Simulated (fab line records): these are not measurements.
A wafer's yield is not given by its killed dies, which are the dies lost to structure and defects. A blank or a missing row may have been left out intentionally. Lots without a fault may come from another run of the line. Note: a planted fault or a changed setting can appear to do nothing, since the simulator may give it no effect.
fab line records / flow n5_finfet
[record] lots = 7 wafers = 21
route steps=1938 shown BEOL_M14@1722 BEOL_M15@1824 TV_OPEN@1890
start_h: start of the lot's first displayed wafer, in hours after the record's first day / wait_h: hours from the lot's prior step to this one / " repeats the value in the row above / L1.1+2: a single row standing in for several wafers / - no value, or no start given / * or withheld: withheld / < > ~ a bound
route shown NAME@n: names a module that has steps shown in the file, with the first one's number in the route / usual: mean/standard deviation of fault-free wafers / same: alike in all rows / chamber/n: place in a boat / sites: per-site readings / _std_site: the standard deviation of these / _edge_site: inner sites' mean taken away from outer sites' mean / radius_mm: for every site, how far away it sits from the centre of the wafer / mask NAME#n: copy n / behind: the last tool/chamber to shape the wafer / hold: cause of the lot's hold/its duration in hours/its outcome / device: names the non-switching transistor (n, p or np) / end of line: tests of these same wafers at the route's end / step lacking rows: just its recipe / killed: at the first sort, the dies lost to defects and structure; wafer yield is something else / map: dies across one wafer; x = killed, . = not, _ = none there
set.NAME: the setting that was run; set.NAME@STEP: the one run at that earlier step / model.NAME: the simulator's own value behind a step, which no gauge read
one table per step and one row per wafer, for lots whose settings were changed on purpose
[[steps]]
[step N5_BEOL_M14_EXPOSE_07]
[recipe] mask_id = V13 na = 0.8 source_shape = annular sigma_inner = 0.5 sigma_outer = 0.8 polarization = unpolarized attpsm_phase_deg = 180 dose_mj = 57
lot.wafer=L076.3+4+6 tool=krf_scanner-01 chamber=0 start_h=286.32 wait_h=- mask=V13#0 set.dose_mj=57
lot.wafer=L079.1+2+5 tool=krf_scanner-01 chamber=0 start_h=304.23 wait_h=- mask=V13#0 set.dose_mj=57
lot.wafer=L078.1 tool=krf_scanner-01 chamber=0 start_h=304.90 wait_h=- mask=V13#0 set.dose_mj=57
lot.wafer=L078.2+5 tool=krf_scanner-01 chamber=0 start_h=304.90 wait_h=- mask=V13#0 set.dose_mj=54.9
lot.wafer=L081.1+2+4 tool=krf_scanner-01 chamber=0 start_h=320.62 wait_h=- mask=V13#0 set.dose_mj=57
lot.wafer=L084.2+3+5 tool=krf_scanner-02 chamber=0 start_h=349.88 wait_h=- mask=V13#0 set.dose_mj=57
lot.wafer=L082.2+5 tool=krf_scanner-02 chamber=0 start_h=350.15 wait_h=- mask=V13#0 set.dose_mj=60.42
lot.wafer=L082.3 tool=krf_scanner-02 chamber=0 start_h=350.15 wait_h=- mask=V13#0 set.dose_mj=57
lot.wafer=L095.2 tool=krf_scanner-02 chamber=0 start_h=419.31 wait_h=- mask=V13#0 set.dose_mj=60.08
lot.wafer=L095.3+5 tool=krf_scanner-02 chamber=0 start_h=419.31 wait_h=- mask=V13#0 set.dose_mj=57
[step N5_BEOL_M14_PEB_08]
[recipe] peb_temp_c = 130 peb_time_s = 90
[step N5_BEOL_M14_DEVELOP_09]
[recipe] develop_time_s = 45 rinse_liquid = diw dry = air_spin dev_temp_c = 21
[step N5_BEOL_M14_DESCUM_15]
[recipe] chemistry = O2 time_s = 7.9 source_power_w = 50 bias_power_w = 20 pressure_mtorr = 20 rf_frequency_hz = 2.712e+07 temp_c = 40 o2_flow_sccm = 225
[step N5_BEOL_M14_ETCH_59]
[recipe] chemistry = N2/H2 target = BARC target_depth_a = 890 overetch_a = 267 time_s = 67.9 ion_energy_ev = 200 pressure_mtorr = 30 source_w = 840 bias_w = 150 n2_flow_sccm = 200 h2_flow_sccm = 200
lot.wafer=L076.3 tool=rie_diel-05 chamber=3 start_h=286.61 wait_h=0.0 set.spin_rpm@BEOL_M14_COAT_04=1704 model.coat_of_BEOL_M14_COAT_04.thk_nm=724
lot.wafer=L076.4 tool=rie_diel-05 chamber=1 start_h=286.61 wait_h=0.0 set.spin_rpm@BEOL_M14_COAT_04=1704 model.coat_of_BEOL_M14_COAT_04.thk_nm=716.4
lot.wafer=L076.6 tool=rie_diel-05 chamber=2 start_h=286.61 wait_h=0.0 set.spin_rpm@BEOL_M14_COAT_04=1704 model.coat_of_BEOL_M14_COAT_04.thk_nm=719.6
lot.wafer=L079.1 tool=rie_diel-02 chamber=3 start_h=304.70 wait_h=0.0 set.spin_rpm@BEOL_M14_COAT_04=1704 model.coat_of_BEOL_M14_COAT_04.thk_nm=721.6
lot.wafer=L079.2 tool=rie_diel-02 chamber=2 start_h=304.70 wait_h=0.0 set.spin_rpm@BEOL_M14_COAT_04=1704 model.coat_of_BEOL_M14_COAT_04.thk_nm=719
lot.wafer=L079.5 tool=rie_diel-02 chamber=3 start_h=304.70 wait_h=0.0 set.spin_rpm@BEOL_M14_COAT_04=1704 model.coat_of_BEOL_M14_COAT_04.thk_nm=718.8
lot.wafer=L078.1 tool=rie_diel-03 chamber=3 start_h=305.24 wait_h=0.0 set.spin_rpm@BEOL_M14_COAT_04=1656 model.coat_of_BEOL_M14_COAT_04.thk_nm=735.6
lot.wafer=L078.2 tool=rie_diel-03 chamber=1 start_h=305.24 wait_h=0.0 set.spin_rpm@BEOL_M14_COAT_04=1704 model.coat_of_BEOL_M14_COAT_04.thk_nm=720.4
lot.wafer=L078.5 tool=rie_diel-03 chamber=2 start_h=305.24 wait_h=0.0 set.spin_rpm@BEOL_M14_COAT_04=1704 model.coat_of_BEOL_M14_COAT_04.thk_nm=715.6
lot.wafer=L081.1 tool=rie_diel-05 chamber=1 start_h=320.92 wait_h=0.0 set.spin_rpm@BEOL_M14_COAT_04=1825 model.coat_of_BEOL_M14_COAT_04.thk_nm=689.4
lot.wafer=L081.2 tool=rie_diel-05 chamber=2 start_h=320.92 wait_h=0.0 set.spin_rpm@BEOL_M14_COAT_04=1704 model.coat_of_BEOL_M14_COAT_04.thk_nm=719.8
lot.wafer=L081.4 tool=rie_diel-05 chamber=1 start_h=320.92 wait_h=0.0 set.spin_rpm@BEOL_M14_COAT_04=1704 model.coat_of_BEOL_M14_COAT_04.thk_nm=714
lot.wafer=L084.2 tool=rie_diel-03 chamber=2 start_h=350.36 wait_h=0.0 set.spin_rpm@BEOL_M14_COAT_04=1704 model.coat_of_BEOL_M14_COAT_04.thk_nm=714.6
lot.wafer=L084.3 tool=rie_diel-03 chamber=3 start_h=350.36 wait_h=0.0 set.spin_rpm@BEOL_M14_COAT_04=1704 model.coat_of_BEOL_M14_COAT_04.thk_nm=718.2
lot.wafer=L084.5 tool=rie_diel-03 chamber=0 start_h=350.36 wait_h=0.0 set.spin_rpm@BEOL_M14_COAT_04=1704 model.coat_of_BEOL_M14_COAT_04.thk_nm=716.4
lot.wafer=L082.2 tool=rie_diel-05 chamber=1 start_h=350.44 wait_h=0.0 set.spin_rpm@BEOL_M14_COAT_04=1704 model.coat_of_BEOL_M14_COAT_04.thk_nm=714.6
lot.wafer=L082.3 tool=rie_diel-05 chamber=3 start_h=350.44 wait_h=0.0 set.spin_rpm@BEOL_M14_COAT_04=1704 model.coat_of_BEOL_M14_COAT_04.thk_nm=716.4
lot.wafer=L082.5 tool=rie_diel-05 chamber=3 start_h=350.44 wait_h=0.0 set.spin_rpm@BEOL_M14_COAT_04=1769 model.coat_of_BEOL_M14_COAT_04.thk_nm=699.6
lot.wafer=L095.2 tool=rie_diel-03 chamber=2 start_h=419.65 wait_h=0.0 set.spin_rpm@BEOL_M14_COAT_04=1704 model.coat_of_BEOL_M14_COAT_04.thk_nm=714.6
lot.wafer=L095.3 tool=rie_diel-03 chamber=0 start_h=419.65 wait_h=0.0 set.spin_rpm@BEOL_M14_COAT_04=1535 model.coat_of_BEOL_M14_COAT_04.thk_nm=759.6
lot.wafer=L095.5 tool=rie_diel-03 chamber=0 start_h=419.65 wait_h=0.0 set.spin_rpm@BEOL_M14_COAT_04=1704 model.coat_of_BEOL_M14_COAT_04.thk_nm=720
[step N5_BEOL_M14_VIA_ETCH_16]
[recipe] chemistry = C4F8/O2/Ar target = SiO2 he_inner_torr = 15 he_outer_torr = 30 target_depth_a = 12313 time_s = withheld ion_energy_ev = 800 pressure_mtorr = 20 source_w = 1905 bias_w = 2040 Ar_flow_sccm = 400 C4F8_flow_sccm = 16 O2_flow_sccm = 12 ends = cleared
lot.wafer=L076.3 tool=rie_diel-05 chamber=3 start_h=286.66 wait_h=0.0 set.spin_rpm@BEOL_M14_COAT_04=1704 model.coat_of_BEOL_M14_COAT_04.thk_nm=462.8
lot.wafer=L076.4 tool=rie_diel-05 chamber=1 start_h=286.66 wait_h=0.0 set.spin_rpm@BEOL_M14_COAT_04=1704 model.coat_of_BEOL_M14_COAT_04.thk_nm=457.6
lot.wafer=L076.6 tool=rie_diel-05 chamber=2 start_h=286.66 wait_h=0.0 set.spin_rpm@BEOL_M14_COAT_04=1704 model.coat_of_BEOL_M14_COAT_04.thk_nm=452.8
lot.wafer=L079.1 tool=rie_diel-02 chamber=3 start_h=304.75 wait_h=0.0 set.spin_rpm@BEOL_M14_COAT_04=1704 model.coat_of_BEOL_M14_COAT_04.thk_nm=456.6
lot.wafer=L079.2 tool=rie_diel-02 chamber=2 start_h=304.75 wait_h=0.0 set.spin_rpm@BEOL_M14_COAT_04=1704 model.coat_of_BEOL_M14_COAT_04.thk_nm=461.4
lot.wafer=L079.5 tool=rie_diel-02 chamber=3 start_h=304.75 wait_h=0.0 set.spin_rpm@BEOL_M14_COAT_04=1704 model.coat_of_BEOL_M14_COAT_04.thk_nm=447.8
lot.wafer=L078.1 tool=rie_diel-03 chamber=3 start_h=305.30 wait_h=0.0 set.spin_rpm@BEOL_M14_COAT_04=1656 model.coat_of_BEOL_M14_COAT_04.thk_nm=476.8
lot.wafer=L078.2 tool=rie_diel-03 chamber=1 start_h=305.30 wait_h=0.0 set.spin_rpm@BEOL_M14_COAT_04=1704 model.coat_of_BEOL_M14_COAT_04.thk_nm=454.6
lot.wafer=L078.5 tool=rie_diel-03 chamber=2 start_h=305.30 wait_h=0.0 set.spin_rpm@BEOL_M14_COAT_04=1704 model.coat_of_BEOL_M14_COAT_04.thk_nm=457.8
lot.wafer=L081.1 tool=rie_diel-05 chamber=1 start_h=320.97 wait_h=0.0 set.spin_rpm@BEOL_M14_COAT_04=1825 model.coat_of_BEOL_M14_COAT_04.thk_nm=428.8
lot.wafer=L081.2 tool=rie_diel-05 chamber=2 start_h=320.97 wait_h=0.0 set.spin_rpm@BEOL_M14_COAT_04=1704 model.coat_of_BEOL_M14_COAT_04.thk_nm=457
lot.wafer=L081.4 tool=rie_diel-05 chamber=1 start_h=320.97 wait_h=0.0 set.spin_rpm@BEOL_M14_COAT_04=1704 model.coat_of_BEOL_M14_COAT_04.thk_nm=459.4
lot.wafer=L084.2 tool=rie_diel-03 chamber=2 start_h=350.41 wait_h=0.0 set.spin_rpm@BEOL_M14_COAT_04=1704 model.coat_of_BEOL_M14_COAT_04.thk_nm=453
lot.wafer=L084.3 tool=rie_diel-03 chamber=3 start_h=350.41 wait_h=0.0 set.spin_rpm@BEOL_M14_COAT_04=1704 model.coat_of_BEOL_M14_COAT_04.thk_nm=463.4
lot.wafer=L084.5 tool=rie_diel-03 chamber=0 start_h=350.41 wait_h=0.0 set.spin_rpm@BEOL_M14_COAT_04=1704 model.coat_of_BEOL_M14_COAT_04.thk_nm=439.4
lot.wafer=L082.2 tool=rie_diel-05 chamber=1 start_h=350.49 wait_h=0.0 set.spin_rpm@BEOL_M14_COAT_04=1704 model.coat_of_BEOL_M14_COAT_04.thk_nm=454
lot.wafer=L082.3 tool=rie_diel-05 chamber=3 start_h=350.49 wait_h=0.0 set.spin_rpm@BEOL_M14_COAT_04=1704 model.coat_of_BEOL_M14_COAT_04.thk_nm=458
lot.wafer=L082.5 tool=rie_diel-05 chamber=3 start_h=350.49 wait_h=0.0 set.spin_rpm@BEOL_M14_COAT_04=1769 model.coat_of_BEOL_M14_COAT_04.thk_nm=429.6
lot.wafer=L095.2 tool=rie_diel-03 chamber=2 start_h=419.70 wait_h=0.0 set.spin_rpm@BEOL_M14_COAT_04=1704 model.coat_of_BEOL_M14_COAT_04.thk_nm=460.2
lot.wafer=L095.3 tool=rie_diel-03 chamber=0 start_h=419.70 wait_h=0.0 set.spin_rpm@BEOL_M14_COAT_04=1535 model.coat_of_BEOL_M14_COAT_04.thk_nm=491
lot.wafer=L095.5 tool=rie_diel-03 chamber=0 start_h=419.70 wait_h=0.0 set.spin_rpm@BEOL_M14_COAT_04=1704 model.coat_of_BEOL_M14_COAT_04.thk_nm=448.2
[step N5_BEOL_M15_CMP_49]
[recipe] stop_on = SiO2 t_overpolish_s = 4.9 down_force_psi = 2 platen_rpm = 80 clearing_platen_down_force_psi = 2 clearing_platen_rpm = 80 post_cmp_clean = cu_alkaline target_thk_nm = 850 clearing_platen_pad_velocity_m_s = 1.5917 pad_velocity_m_s = 1.5917
[usual] barrier_field_endpoint_s = 11.4/0.31
lot.wafer=L076.4 tool=cmp-04 chamber=0 start_h=296.35 wait_h=0.2 set.down_force_psi=2 barrier_field_endpoint_s=11.3
lot.wafer=L076.3 tool=cmp-04 chamber=1 start_h=296.35 wait_h=0.2 set.down_force_psi=2.258 barrier_field_endpoint_s=10.1
lot.wafer=L076.6 tool=cmp-04 chamber=0 start_h=296.35 wait_h=0.2 set.down_force_psi=2.258 barrier_field_endpoint_s=10.0
lot.wafer=L079.2 tool=cmp-02 chamber=2 start_h=317.99 wait_h=0.2 set.down_force_psi=2 barrier_field_endpoint_s=11.3
lot.wafer=L079.1 tool=cmp-02 chamber=0 start_h=317.99 wait_h=0.2 set.down_force_psi=2 barrier_field_endpoint_s=11.5
lot.wafer=L079.5 tool=cmp-02 chamber=3 start_h=317.99 wait_h=0.2 set.down_force_psi=2 barrier_field_endpoint_s=11.1
lot.wafer=L078.1 tool=cmp-01 chamber=2 start_h=320.61 wait_h=0.3 set.down_force_psi=2 barrier_field_endpoint_s=11.5
lot.wafer=L078.2 tool=cmp-01 chamber=0 start_h=320.61 wait_h=0.3 set.down_force_psi=1.766 barrier_field_endpoint_s=12.4
lot.wafer=L078.5 tool=cmp-01 chamber=3 start_h=320.61 wait_h=0.3 set.down_force_psi=1.766 barrier_field_endpoint_s=12.4
lot.wafer=L081.2 tool=cmp-01 chamber=1 start_h=331.13 wait_h=0.2 set.down_force_psi=1.879 barrier_field_endpoint_s=12.3
lot.wafer=L081.4 tool=cmp-01 chamber=2 start_h=331.13 wait_h=0.2 set.down_force_psi=2 barrier_field_endpoint_s=11.7
lot.wafer=L081.1 tool=cmp-01 chamber=3 start_h=331.13 wait_h=0.2 set.down_force_psi=1.879 barrier_field_endpoint_s=11.7
lot.wafer=L084.3 tool=cmp-01 chamber=2 start_h=364.76 wait_h=0.2 set.down_force_psi=2 barrier_field_endpoint_s=11.5
lot.wafer=L084.2 tool=cmp-01 chamber=0 start_h=364.76 wait_h=0.2 set.down_force_psi=2 barrier_field_endpoint_s=11.1
lot.wafer=L084.5 tool=cmp-01 chamber=1 start_h=364.76 wait_h=0.2 set.down_force_psi=2 barrier_field_endpoint_s=11.5
lot.wafer=L082.2 tool=cmp-04 chamber=3 start_h=365.79 wait_h=0.2 set.down_force_psi=2 barrier_field_endpoint_s=11.5
lot.wafer=L082.3 tool=cmp-04 chamber=0 start_h=365.79 wait_h=0.2 set.down_force_psi=2.119 barrier_field_endpoint_s=10.6
lot.wafer=L082.5 tool=cmp-04 chamber=3 start_h=365.79 wait_h=0.2 set.down_force_psi=2.119 barrier_field_endpoint_s=10.8
lot.wafer=L095.2 tool=cmp-01 chamber=0 start_h=433.50 wait_h=0.2 set.down_force_psi=2 barrier_field_endpoint_s=11.3
lot.wafer=L095.3 tool=cmp-01 chamber=1 start_h=433.50 wait_h=0.2 set.down_force_psi=1.698 barrier_field_endpoint_s=13.6
lot.wafer=L095.5 tool=cmp-01 chamber=1 start_h=433.50 wait_h=0.2 set.down_force_psi=2 barrier_field_endpoint_s=11.4
[step N5_PASSIVATION_ETCH_15]
[recipe] chemistry = CF4/N2 target = SiCN target_depth_a = 750 taper_deg = 2 time_s = 81.2 ion_energy_ev = 150 mask_material = SiNx pressure_mtorr = 40 source_w = 430 bias_w = 70 Ar_flow_sccm = 100 cf4_flow_sccm = 60 n2_flow_sccm = 60
[usual] rf_vpp_V = 382.1/1.6
lot.wafer=L076.3 tool=rie_diel-01 chamber=2 start_h=- wait_h=- set.bias_w=58.5 rf_vpp_V=339.2
lot.wafer=L076.4 tool=rie_diel-01 chamber=3 start_h=- wait_h=- set.bias_w=70 rf_vpp_V=381.7
lot.wafer=L076.6 tool=rie_diel-01 chamber=3 start_h=- wait_h=- set.bias_w=58.5 rf_vpp_V=341.4
lot.wafer=L079.1 tool=rie_diel-04 chamber=3 start_h=- wait_h=- set.bias_w=70 rf_vpp_V=381.4
lot.wafer=L079.2 tool=rie_diel-04 chamber=1 start_h=- wait_h=- set.bias_w=70 rf_vpp_V=385.5
lot.wafer=L079.5 tool=rie_diel-04 chamber=0 start_h=- wait_h=- set.bias_w=70 rf_vpp_V=385.1
lot.wafer=L078.1 tool=rie_diel-04 chamber=0 start_h=- wait_h=- set.bias_w=59.43 rf_vpp_V=345.9
lot.wafer=L078.2 tool=rie_diel-04 chamber=1 start_h=- wait_h=- set.bias_w=70 rf_vpp_V=383.5
lot.wafer=L078.5 tool=rie_diel-04 chamber=1 start_h=- wait_h=- set.bias_w=59.43 rf_vpp_V=346.1
lot.wafer=L081.1 tool=rie_diel-01 chamber=1 start_h=- wait_h=- set.bias_w=73.85 rf_vpp_V=396.6
lot.wafer=L081.2 tool=rie_diel-01 chamber=2 start_h=- wait_h=- set.bias_w=70 rf_vpp_V=384.6
lot.wafer=L081.4 tool=rie_diel-01 chamber=1 start_h=- wait_h=- set.bias_w=70 rf_vpp_V=385.4
lot.wafer=L084.2 tool=rie_diel-01 chamber=2 start_h=- wait_h=- set.bias_w=70 rf_vpp_V=382.7
lot.wafer=L084.3 tool=rie_diel-01 chamber=3 start_h=- wait_h=- set.bias_w=70 rf_vpp_V=383.6
lot.wafer=L084.5 tool=rie_diel-01 chamber=2 start_h=- wait_h=- set.bias_w=70 rf_vpp_V=381.9
lot.wafer=L082.2 tool=rie_diel-04 chamber=0 start_h=- wait_h=- set.bias_w=70 rf_vpp_V=383.5
lot.wafer=L082.3 tool=rie_diel-04 chamber=1 start_h=- wait_h=- set.bias_w=70 rf_vpp_V=384.0
lot.wafer=L082.5 tool=rie_diel-04 chamber=1 start_h=- wait_h=- set.bias_w=63.4 rf_vpp_V=360.0
lot.wafer=L095.2 tool=rie_diel-04 chamber=3 start_h=- wait_h=- set.bias_w=82.2 rf_vpp_V=420.7
lot.wafer=L095.3 tool=rie_diel-04 chamber=0 start_h=- wait_h=- set.bias_w=82.2 rf_vpp_V=425.7
lot.wafer=L095.5 tool=rie_diel-04 chamber=1 start_h=- wait_h=- set.bias_w=70 rf_vpp_V=383.5
[[key]]
[split] step = N5_BEOL_M14_EXPOSE_07 setting = dose_mj stated = 57 by = wafer
response none clear
[split] step = N5_BEOL_M15_CMP_49 setting = down_force_psi stated = 2 by = wafer
[response] step = N5_BEOL_M15_CMP_49 reading = barrier_field_endpoint_s change = -0.109 per = 1% r = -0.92
[split] step = N5_PASSIVATION_ETCH_15 setting = bias_w stated = 70 by = wafer
[response] step = N5_PASSIVATION_ETCH_15 reading = rf_vpp_V change = +2.42 per = 1% r = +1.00
split outside_this_file step=N5_BEOL_M14_COAT_04 setting=spin_rpm
// split outside_this_file: this setting was split too, and the file shows its column; the key of that split is in another file
